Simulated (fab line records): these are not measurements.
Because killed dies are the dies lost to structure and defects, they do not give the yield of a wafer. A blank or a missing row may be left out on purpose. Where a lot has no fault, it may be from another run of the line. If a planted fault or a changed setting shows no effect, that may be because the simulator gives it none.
fab line records :: flow n5_finfet
record
  lots=4
  wafers=12
  last_day=17
route steps=1938 shown BEOL_M6@1212 PASSIVATION@1936
lots that met no fault: from a run of the same line without faults
start_h: hours from the record's first day to the start of the lot's first wafer shown :: wait_h: hours since the lot's step before :: " unchanged from the row above :: L1.1+2: one row covering several wafers at once :: - no value, or no start was given :: * or withheld: withheld :: < > ~ a bound
route shown NAME@n: NAME is a module with steps in the file, n the number in the route of the first one :: usual: the fault-free wafers' mean and standard deviation :: same: alike in all rows :: chamber/n: place in a boat :: sites: each site's reading :: _std_site: the standard deviation of these :: _edge_site: inner sites' mean taken away from outer sites' mean :: radius_mm: how far each site lies from the wafer's centre :: mask NAME#n: copy n :: behind: tool/chamber where the wafer was last shaped :: hold: why the lot went on hold/how many hours it stayed there/how the hold came to an end :: device: names the non-switching transistor (n, p or np) :: end of line: the tests these same wafers got at the end of their route :: a step given without rows: its recipe and nothing more :: killed: the dies lost at the first sort to structure and to defects; this is not the yield of the wafer :: map: dies across one wafer; x = killed, . = not, _ = none there
set.NAME: the setting as run; set.NAME@STEP: as run at that earlier step :: model.NAME: the simulator's own value behind a step, which no gauge read
a table for each step, a row for each wafer; lots at some steps of the route
services: the hour from which a tool's chamber was out of use, counted from the record's first day as start_h (under 0 if before that day), plus the number of hours and why
## steps
# step N5_BEOL_M6_ETCH_62
# recipe
  chemistry=N2/H2
  target=SOC
  target_depth_a=1100
  overetch_a=220
  mask_material=SiARC
  temp_c=40
  time_s=165
  ion_energy_ev=200
  pressure_mtorr=30
  source_w=840
  bias_w=150
  n2_flow_sccm=200
  h2_flow_sccm=200
# step N5_BEOL_M6_STRIP_68
# recipe
  chemistry=N2/H2
  temp_c=40
  n2_flow_sccm=200
  h2_flow_sccm=200
  rf_frequency_hz=6e+07
# step N5_BEOL_M6_STRIP_67
# recipe
  chemistry=CF4
  resist=SiARC
  power_w=300
  bias_power_w=75
  pressure_mtorr=50
  cf4_flow_sccm=150
  rf_frequency_hz=6e+07
# step N5_BEOL_M6_HM_OPEN_17
# recipe
  chemistry=Cl2/BCl3
  target_depth_a=200
  overetch_a=60
  target=TiN
  mask_material=SOC
  ion_energy_ev=150
  pressure_mtorr=10
  icp_w=1000
  bias_w=126
  Cl2_flow_sccm=53.25
  bcl3_flow_sccm=21.75
  Ar_flow_sccm=25
# step N5_BEOL_M6_STRIP_19
# recipe
  chemistry=O2
  power_w=400
  temp_c=40
  pressure_mtorr=30
  rf_frequency_hz=6e+07
  bias_power_w=0
  overash_fraction=0.2
  o2_flow_sccm=225
# step N5_BEOL_M6_COAT_63
# recipe
  resist=SOC
  temp_c=250
  time_s=60
  spin_rpm=1500
  resist_thk_nm=60
# step N5_BEOL_M6_COAT_64
# recipe
  resist=SiARC
  temp_c=220
  time_s=60
  spin_rpm=1500
  resist_thk_nm=12
# step N5_BEOL_M6_COAT_71
# recipe
  resist=underlayer
  temp_c=205
  time_s=60
  spin_rpm=1500
  resist_thk_nm=5
# step N5_BEOL_M6_COAT_22
# recipe
  resist=CAR-EUV
  spin_rpm=1500
  resist_thk_nm=30
# step N5_BEOL_M6_EBR_24
# recipe
  solvent=PGMEA
  ebr_width_mm=1.5
# step N5_BEOL_M6_SOFTBAKE_23
# recipe
  temp_c=110
  time_s=60
  resist=CAR-EUV
# step N5_BEOL_M6_EXPOSE_25
# recipe
  mask_id=V5
  na=0.33
  source_shape=annular
  sigma_inner=0.4
  sigma_outer=0.8
  polarization=unpolarized
  target_cd_nm=40
  dose_mj=45
# usual
  exposure_dose_mJ_cm2=44.99/0.044
lot.wafer: L107.1
tool: euv_scanner-01
chamber: 0
start_h: 211.84
wait_h: -
mask: V5#0
exposure_dose_mJ_cm2: 45.01

lot.wafer: L107.2
tool: euv_scanner-01
chamber: 0
start_h: 211.84
wait_h: -
mask: V5#0
exposure_dose_mJ_cm2: 45.01

lot.wafer: L107.4
tool: euv_scanner-01
chamber: 0
start_h: 211.84
wait_h: -
mask: V5#0
exposure_dose_mJ_cm2: 45.02

lot.wafer: L119.2
tool: euv_scanner-01
chamber: 0
start_h: 293.18
wait_h: -
mask: V5#0
exposure_dose_mJ_cm2: 43.25

lot.wafer: L119.5
tool: euv_scanner-01
chamber: 0
start_h: 293.18
wait_h: -
mask: V5#0
exposure_dose_mJ_cm2: 43.22

lot.wafer: L119.6
tool: euv_scanner-01
chamber: 0
start_h: 293.18
wait_h: -
mask: V5#0
exposure_dose_mJ_cm2: 43.21

lot.wafer: L117.2
tool: euv_scanner-01
chamber: 0
start_h: 299.99
wait_h: -
mask: V5#0
exposure_dose_mJ_cm2: 43.60

lot.wafer: L117.4
tool: euv_scanner-01
chamber: 0
start_h: 299.99
wait_h: -
mask: V5#0
exposure_dose_mJ_cm2: 43.63

lot.wafer: L117.6
tool: euv_scanner-01
chamber: 0
start_h: 299.99
wait_h: -
mask: V5#0
exposure_dose_mJ_cm2: 43.63

lot.wafer: L123.1
tool: euv_scanner-02
chamber: 0
start_h: 321.03
wait_h: -
mask: V5#0
exposure_dose_mJ_cm2: 45.01

lot.wafer: L123.3
tool: euv_scanner-02
chamber: 0
start_h: 321.03
wait_h: -
mask: V5#0
exposure_dose_mJ_cm2: 45.03

lot.wafer: L123.6
tool: euv_scanner-02
chamber: 0
start_h: 321.03
wait_h: -
mask: V5#0
exposure_dose_mJ_cm2: 45.00
# step N5_BEOL_M6_PEB_26
# recipe
  peb_temp_c=100
  peb_time_s=60
  resist=CAR-EUV
# step N5_BEOL_M6_DEVELOP_27
# recipe
  develop_time_s=30
  developer=TMAH
  resist=CAR-EUV
  rinse_liquid=surfactant_rinse
  dry=air_spin
  dev_temp_c=23
# step N5_BEOL_M6_CD_MEAS_28
# recipe
  target_cd_nm=40
  landing_energy_ev=500
  detector=se_inlens
# usual
  cd_nm=39.89/0.24
lot.wafer: L107.1
tool: cd_sem-01
chamber: 0
start_h: 211.97
wait_h: -
cd_nm: 39.95

lot.wafer: L107.2
tool: cd_sem-01
chamber: 0
start_h: 211.97
wait_h: -
cd_nm: 39.64

lot.wafer: L107.4
tool: cd_sem-01
chamber: 0
start_h: 211.97
wait_h: -
cd_nm: 39.96

lot.wafer: L119.2
tool: cd_sem-02
chamber: 0
start_h: 293.30
wait_h: -
cd_nm: 39.23

lot.wafer: L119.5
tool: cd_sem-02
chamber: 0
start_h: 293.30
wait_h: -
cd_nm: 38.95

lot.wafer: L119.6
tool: cd_sem-02
chamber: 0
start_h: 293.30
wait_h: -
cd_nm: 39.05

lot.wafer: L117.2
tool: cd_sem-01
chamber: 0
start_h: 300.12
wait_h: -
cd_nm: 39.26

lot.wafer: L117.4
tool: cd_sem-01
chamber: 0
start_h: 300.12
wait_h: -
cd_nm: 38.74

lot.wafer: L117.6
tool: cd_sem-01
chamber: 0
start_h: 300.12
wait_h: -
cd_nm: 39.23

lot.wafer: L123.1
tool: cd_sem-01
chamber: 0
start_h: 321.17
wait_h: -
cd_nm: 39.98

lot.wafer: L123.3
tool: cd_sem-01
chamber: 0
start_h: 321.17
wait_h: -
cd_nm: 39.99

lot.wafer: L123.6
tool: cd_sem-01
chamber: 0
start_h: 321.17
wait_h: -
cd_nm: 39.92
# step N5_BEOL_M6_DESCUM_33
# recipe
  chemistry=O2
  time_s=7
  source_power_w=50
  bias_power_w=20
  pressure_mtorr=20
  rf_frequency_hz=2.712e+07
  temp_c=40
  resist=CAR-EUV
  o2_flow_sccm=225
# usual
  drypump_motor_current_A=5.6/0.52
  oes_product_au=0.84/0.087
  rf_vpp_V=243.1/1.6
  showerhead_plenum_p_Torr=2.09/0.085
  throttle_valve_pct=20.33/0.23
lot.wafer: L107.1
tool: rie_diel-06
chamber: 3
start_h: 212.28
wait_h: 0.2
drypump_motor_current_A: 5.3
oes_product_au: 0.91
rf_hours_counter_h: 27
rf_vpp_V: 242.4
showerhead_plenum_p_Torr: 2.06
throttle_valve_pct: 20.07
model.BEOL_M6.cd_nm: 39.6

lot.wafer: L107.2
tool: rie_diel-06
chamber: 0
start_h: 212.28
wait_h: 0.2
drypump_motor_current_A: 5.5
oes_product_au: 0.95
rf_hours_counter_h: 16
rf_vpp_V: 244.8
showerhead_plenum_p_Torr: 2.24
throttle_valve_pct: 20.30
model.BEOL_M6.cd_nm: 39.8

lot.wafer: L107.4
tool: rie_diel-06
chamber: 2
start_h: 212.28
wait_h: 0.2
drypump_motor_current_A: 5.5
oes_product_au: 0.85
rf_hours_counter_h: 70
rf_vpp_V: 244.6
showerhead_plenum_p_Torr: 2.12
throttle_valve_pct: 20.69
model.BEOL_M6.cd_nm: 40

lot.wafer: L119.2
tool: rie_diel-06
chamber: 3
start_h: 293.56
wait_h: 0.2
drypump_motor_current_A: 5.3
oes_product_au: 0.85
rf_hours_counter_h: 55
rf_vpp_V: 242.2
showerhead_plenum_p_Torr: 2.05
throttle_valve_pct: 20.13
model.BEOL_M6.cd_nm: 39.2

lot.wafer: L119.5
tool: rie_diel-06
chamber: 2
start_h: 293.56
wait_h: 0.2
drypump_motor_current_A: 5.5
oes_product_au: 0.82
rf_hours_counter_h: -
rf_vpp_V: 243.5
showerhead_plenum_p_Torr: 2.11
throttle_valve_pct: 20.73
model.BEOL_M6.cd_nm: 39.2

lot.wafer: L119.6
tool: rie_diel-06
chamber: 1
start_h: 293.56
wait_h: 0.2
drypump_motor_current_A: 4.9
oes_product_au: 0.77
rf_hours_counter_h: -
rf_vpp_V: 243.5
showerhead_plenum_p_Torr: 2.09
throttle_valve_pct: 20.25
model.BEOL_M6.cd_nm: 39

lot.wafer: L117.2
tool: rie_diel-06
chamber: 2
start_h: 300.30
wait_h: 0.1
drypump_motor_current_A: 5.5
oes_product_au: 0.80
rf_hours_counter_h: 96
rf_vpp_V: 243.9
showerhead_plenum_p_Torr: 2.11
throttle_valve_pct: 20.73
model.BEOL_M6.cd_nm: 39.2

lot.wafer: L117.4
tool: rie_diel-06
chamber: 0
start_h: 300.30
wait_h: 0.1
drypump_motor_current_A: 5.5
oes_product_au: 0.89
rf_hours_counter_h: 44
rf_vpp_V: 243.4
showerhead_plenum_p_Torr: 2.23
throttle_valve_pct: 20.36
model.BEOL_M6.cd_nm: 39

lot.wafer: L117.6
tool: rie_diel-06
chamber: 2
start_h: 300.30
wait_h: 0.1
drypump_motor_current_A: 5.5
oes_product_au: 0.80
rf_hours_counter_h: -
rf_vpp_V: 244.5
showerhead_plenum_p_Torr: 2.11
throttle_valve_pct: 20.73
model.BEOL_M6.cd_nm: 39.2

lot.wafer: L123.1
tool: rie_diel-02
chamber: 3
start_h: 321.29
wait_h: 0.0
drypump_motor_current_A: 6.5
oes_product_au: 0.99
rf_hours_counter_h: 1
rf_vpp_V: 246.6
showerhead_plenum_p_Torr: 2.21
throttle_valve_pct: 19.70
model.BEOL_M6.cd_nm: 40

lot.wafer: L123.3
tool: rie_diel-02
chamber: 1
start_h: 321.29
wait_h: 0.0
drypump_motor_current_A: 5.4
oes_product_au: 0.90
rf_hours_counter_h: 25
rf_vpp_V: 244.8
showerhead_plenum_p_Torr: 2.22
throttle_valve_pct: 20.14
model.BEOL_M6.cd_nm: 40

lot.wafer: L123.6
tool: rie_diel-02
chamber: 1
start_h: 321.29
wait_h: 0.0
drypump_motor_current_A: 5.4
oes_product_au: 0.90
rf_hours_counter_h: -
rf_vpp_V: 245.9
showerhead_plenum_p_Torr: 2.22
throttle_valve_pct: 20.16
model.BEOL_M6.cd_nm: 40
# step N5_BEOL_M6_ETCH_72
# recipe
  chemistry=N2/H2
  target=underlayer
  target_depth_a=65
  mask_material=CAR-EUV
  time_s=5.2
  ion_energy_ev=200
  pressure_mtorr=30
  source_w=840
  bias_w=150
  n2_flow_sccm=200
  h2_flow_sccm=200
  ends=cleared
# step N5_BEOL_M6_ETCH_65
# recipe
  chemistry=CF4
  target=SiARC
  target_depth_a=156
  mask_material=CAR-EUV
  time_s=26
  ion_energy_ev=80
  pressure_mtorr=40
  source_w=545
  bias_w=36
  Ar_flow_sccm=100
  cf4_flow_sccm=100
  ends=cleared
# step N5_BEOL_M6_ETCH_66
# recipe
  chemistry=N2/H2
  target=SOC
  target_depth_a=800
  overetch_a=160
  mask_material=SiARC
  temp_c=40
  time_s=120
  ion_energy_ev=200
  pressure_mtorr=30
  source_w=840
  bias_w=150
  n2_flow_sccm=200
  h2_flow_sccm=200
# step N5_BEOL_M6_STRIP_69
# recipe
  chemistry=N2/H2
  temp_c=40
  n2_flow_sccm=200
  h2_flow_sccm=200
  rf_frequency_hz=6e+07
# step N5_BEOL_M6_STRIP_73
# recipe
  chemistry=N2/H2
  temp_c=40
  n2_flow_sccm=200
  h2_flow_sccm=200
  rf_frequency_hz=6e+07
# step N5_BEOL_M6_VIA_ETCH_34
# recipe
  chemistry=C4F6/O2
  target=SiCOH_lowk
  target_depth_a=1263
  mask_material=SOC
  taper_deg=4
  time_s=50.9
  ion_energy_ev=250
  pressure_mtorr=30
  source_w=345
  bias_w=185
  Ar_flow_sccm=300
  C4F6_flow_sccm=10
  O2_flow_sccm=10
# usual
  drypump_motor_current_A=5.6/0.52
  oes_ar_750_au=0.84/0.083
  oes_f_703_au=0.84/0.087
  oes_product_au=0.84/0.086
  rf_vpp_V=660/12
  showerhead_plenum_p_Torr=2.85/0.11
  throttle_valve_pct=20.79/0.22
lot.wafer: L107.1
tool: rie_diel-06
chamber: 3
start_h: 212.46
wait_h: 0.0
drypump_motor_current_A: 5.3
oes_ar_750_au: 0.91
oes_f_703_au: 0.93
oes_product_au: 0.91
rf_hours_counter_h: 27
rf_vpp_V: 658
showerhead_plenum_p_Torr: 2.79
throttle_valve_pct: 20.48
model.BEOL_M6.cd_nm: 40

lot.wafer: L107.2
tool: rie_diel-06
chamber: 0
start_h: 212.46
wait_h: 0.0
drypump_motor_current_A: 5.5
oes_ar_750_au: 0.94
oes_f_703_au: 0.96
oes_product_au: 0.95
rf_hours_counter_h: 16
rf_vpp_V: 641
showerhead_plenum_p_Torr: 3.01
throttle_valve_pct: 20.69
model.BEOL_M6.cd_nm: 39.8

lot.wafer: L107.4
tool: rie_diel-06
chamber: 2
start_h: 212.46
wait_h: 0.0
drypump_motor_current_A: 5.5
oes_ar_750_au: 0.83
oes_f_703_au: 0.84
oes_product_au: 0.84
rf_hours_counter_h: 70
rf_vpp_V: 663
showerhead_plenum_p_Torr: 2.86
throttle_valve_pct: 21.06
model.BEOL_M6.cd_nm: 39.8

lot.wafer: L119.2
tool: rie_diel-06
chamber: 3
start_h: 293.74
wait_h: 0.0
drypump_motor_current_A: 5.3
oes_ar_750_au: 0.86
oes_f_703_au: 0.89
oes_product_au: 0.85
rf_hours_counter_h: 55
rf_vpp_V: 656
showerhead_plenum_p_Torr: 2.78
throttle_valve_pct: 20.50
model.BEOL_M6.cd_nm: 39.8

lot.wafer: L119.5
tool: rie_diel-06
chamber: 2
start_h: 293.74
wait_h: 0.0
drypump_motor_current_A: 5.5
oes_ar_750_au: 0.80
oes_f_703_au: 0.81
oes_product_au: 0.81
rf_hours_counter_h: -
rf_vpp_V: 664
showerhead_plenum_p_Torr: 2.85
throttle_valve_pct: 21.09
model.BEOL_M6.cd_nm: 39.2

lot.wafer: L119.6
tool: rie_diel-06
chamber: 1
start_h: 293.74
wait_h: 0.0
drypump_motor_current_A: 4.9
oes_ar_750_au: 0.76
oes_f_703_au: 0.75
oes_product_au: 0.77
rf_hours_counter_h: -
rf_vpp_V: 678
showerhead_plenum_p_Torr: 2.85
throttle_valve_pct: 20.75
model.BEOL_M6.cd_nm: 39.2

lot.wafer: L117.2
tool: rie_diel-06
chamber: 2
start_h: 300.48
wait_h: 0.0
drypump_motor_current_A: 5.5
oes_ar_750_au: 0.80
oes_f_703_au: 0.80
oes_product_au: 0.80
rf_hours_counter_h: 96
rf_vpp_V: 662
showerhead_plenum_p_Torr: 2.85
throttle_valve_pct: 21.09
model.BEOL_M6.cd_nm: 39

lot.wafer: L117.4
tool: rie_diel-06
chamber: 0
start_h: 300.48
wait_h: 0.0
drypump_motor_current_A: 5.5
oes_ar_750_au: 0.89
oes_f_703_au: 0.91
oes_product_au: 0.89
rf_hours_counter_h: 44
rf_vpp_V: 640
showerhead_plenum_p_Torr: 3.00
throttle_valve_pct: 20.74
model.BEOL_M6.cd_nm: 39

lot.wafer: L117.6
tool: rie_diel-06
chamber: 2
start_h: 300.48
wait_h: 0.0
drypump_motor_current_A: 5.5
oes_ar_750_au: 0.81
oes_f_703_au: 0.81
oes_product_au: 0.81
rf_hours_counter_h: -
rf_vpp_V: 664
showerhead_plenum_p_Torr: 2.85
throttle_valve_pct: 21.09
model.BEOL_M6.cd_nm: 39.2

lot.wafer: L123.1
tool: rie_diel-02
chamber: 3
start_h: 321.47
wait_h: 0.0
drypump_motor_current_A: 6.6
oes_ar_750_au: 0.99
oes_f_703_au: 0.99
oes_product_au: 0.99
rf_hours_counter_h: 1
rf_vpp_V: 664
showerhead_plenum_p_Torr: 3.02
throttle_valve_pct: 20.27
model.BEOL_M6.cd_nm: 40.2

lot.wafer: L123.3
tool: rie_diel-02
chamber: 1
start_h: 321.47
wait_h: 0.0
drypump_motor_current_A: 5.4
oes_ar_750_au: 0.89
oes_f_703_au: 0.87
oes_product_au: 0.89
rf_hours_counter_h: 25
rf_vpp_V: 673
showerhead_plenum_p_Torr: 3.03
throttle_valve_pct: 20.72
model.BEOL_M6.cd_nm: 39.8

lot.wafer: L123.6
tool: rie_diel-02
chamber: 1
start_h: 321.47
wait_h: 0.0
drypump_motor_current_A: 5.4
oes_ar_750_au: 0.90
oes_f_703_au: 0.86
oes_product_au: 0.89
rf_hours_counter_h: -
rf_vpp_V: 674
showerhead_plenum_p_Torr: 3.03
throttle_valve_pct: 20.73
model.BEOL_M6.cd_nm: 39.8
# step N5_BEOL_M6_STRIP_76
# recipe
  chemistry=C4F6/O2
  resist=SiARC
  rf_frequency_hz=6e+07
# step N5_PASSIVATION_PROBE_49
# usual
  defect_limited_yield=91.4/1.3
  killed_at_M0_to_M3=34/10
  killed_at_M4_up=14/5.6
  killed_at_contacts=13/5.9
  killed_at_front_end=37/9.9
  killed_at_other=3.5/2.8
  killed_dies=101/15
  killed_open=67/12
  killed_short=32/6.6
  sort_bin_5_function=5.0/0.81
  sort_bin_6_memory=3.2/0.66
  sort_n_pass=1079/15
  sort_yield_pct=91.4/1.3
# same
  gross_dies=1180
  killed_at_back_side=0
  sort_bin_4_leakage[%]=0
  sort_bin_8_speed[%]=0
lot.wafer: L119.2
tool: prober-01
chamber: -
start_h: 376.62
wait_h: 0.1
defect_limited_yield[%]: 91.8
killed_at_M0_to_M3: 36
killed_at_M4_up: 9
killed_at_contacts: 14
killed_at_front_end: 35
killed_at_other: 3
killed_dies: 97
killed_open: 55
killed_short: 41
sort_bin_5_function[%]: 5.1
sort_bin_6_memory[%]: 2.5
sort_n_pass: 1083
sort_yield_pct[%]: 91.8

lot.wafer: L117.6
tool: prober-02
chamber: -
start_h: 396.81
wait_h: 0.3
defect_limited_yield[%]: 90.4
killed_at_M0_to_M3: 43
killed_at_M4_up: 12
killed_at_contacts: 22
killed_at_front_end: 35
killed_at_other: 1
killed_dies: 113
killed_open: 82
killed_short: 26
sort_bin_5_function[%]: 5.4
sort_bin_6_memory[%]: 3.7
sort_n_pass: 1067
sort_yield_pct[%]: 90.4
# killed by level:class
L119.2 BEOL_M0_SAQP:geometric_particle:short=12 MOL_CONTACT_COAG:geometric_particle:open=10 FIN_SAQP:geometric_particle:short=8 GATE_CUT:geometric_particle:short=6 BEOL_M2:geometric_particle:open=6 BEOL_M0_SAQP:geometric_particle:open=5 BEOL_M1:geometric_particle:open=5 FIN_SAQP:geometric_particle:open=4
L117.6 MOL_CONTACT_COAG:geometric_particle:open=16 BEOL_M1:geometric_particle:open=14 BEOL_M4:geometric_particle:open=8 BEOL_M0_SAQP:geometric_particle:open=8 STI_FIN_REVEAL:geometric_particle:open=6 MOL_CONTACT_COAG:geometric_particle:short=6 BEOL_M2:geometric_particle:open=6 GATE_CUT:geometric_particle:short=5
## services
tool: euv_scanner-02
chamber: 0
start_h: 205.67
hours: -
kind: calibration

tool: euv_scanner-01
chamber: -
start_h: 207.90
hours: 1.0
kind: pm

tool: rie_diel-02
chamber: 1
start_h: 209.60
hours: 1.2
kind: repair

tool: rie_diel-06
chamber: 2
start_h: 212.80
hours: 6.6
kind: repair

tool: rie_diel-02
chamber: 1
start_h: 219.98
hours: -
kind: clean

tool: rie_diel-02
chamber: 1
start_h: 219.98
hours: -
kind: consumable_replace:focus_ring

tool: rie_diel-02
chamber: 1
start_h: 219.98
hours: -
kind: consumable_replace:showerhead

tool: rie_diel-02
chamber: 1
start_h: 219.98
hours: 28.3
kind: scheduled_down

tool: rie_diel-02
chamber: 1
start_h: 219.98
hours: 28.3
kind: vent_cycle

tool: euv_scanner-02
chamber: -
start_h: 236.83
hours: 17.3
kind: pm

tool: euv_scanner-02
chamber: -
start_h: 256.61
hours: 4.8
kind: repair

tool: rie_diel-02
chamber: 0
start_h: 262.90
hours: 4.5
kind: repair

tool: euv_scanner-01
chamber: -
start_h: 264.05
hours: 1.0
kind: pm

tool: euv_scanner-01
chamber: -
start_h: 277.59
hours: 4.6
kind: pm

tool: euv_scanner-02
chamber: -
start_h: 282.19
hours: 1.0
kind: pm

tool: rie_diel-02
chamber: 3
start_h: 287.94
hours: -
kind: clean

tool: rie_diel-02
chamber: 3
start_h: 287.94
hours: -
kind: consumable_replace:focus_ring

tool: rie_diel-02
chamber: 3
start_h: 287.94
hours: -
kind: consumable_replace:showerhead

tool: rie_diel-02
chamber: 3
start_h: 287.94
hours: 28.8
kind: scheduled_down

tool: rie_diel-02
chamber: 3
start_h: 287.94
hours: 28.8
kind: vent_cycle

tool: euv_scanner-01
chamber: -
start_h: 288.82
hours: 0.5
kind: repair

tool: euv_scanner-01
chamber: -
start_h: 301.69
hours: 1.3
kind: repair

tool: euv_scanner-01
chamber: -
start_h: 316.86
hours: 0.9
kind: repair

tool: euv_scanner-01
chamber: -
start_h: 320.20
hours: 1.0
kind: pm
## key
first_sign
  step=N5_BEOL_M6_EXPOSE_25
  reading=exposure_dose_mJ_cm2
  direction=down
  sigmas=36
  usual=44.99
  struck=43.42
effect
  step=N5_BEOL_M6_CD_MEAS_28
  reading=cd_nm
  direction=down
  sigmas=3.4
  usual=39.89
  struck=39.08
  through=control_loop
model_effect
  step=N5_BEOL_M6_DESCUM_33
  value=BEOL_M6.cd_nm
  without=39.93
  struck=39.13
model_effect
  step=N5_BEOL_M6_VIA_ETCH_34
  value=BEOL_M6.cd_nm
  without=40.13
  struck=39.23
met_at N5_BEOL_M6_EXPOSE_25
struck_wafers L117.2,L117.4,L117.6,L119.2,L119.5,L119.6
loop_trim
  step=N5_BEOL_M6_EXPOSE_25
  setting=dose
  lots=L117,L119
onset_between 211.84 293.18
fault
  kind=process_parameter_drift
  tool=euv_scanner-01
  chamber=-
  onset_h=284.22
  steps=N5_BEOL_M6_EXPOSE_25
  channel=dose_mj
  offset=-2.206
  shape=step
  acts_in=these_recipes_only
  stated=45
# loop_trim: a control loop set the setting to another value than it would have without faults
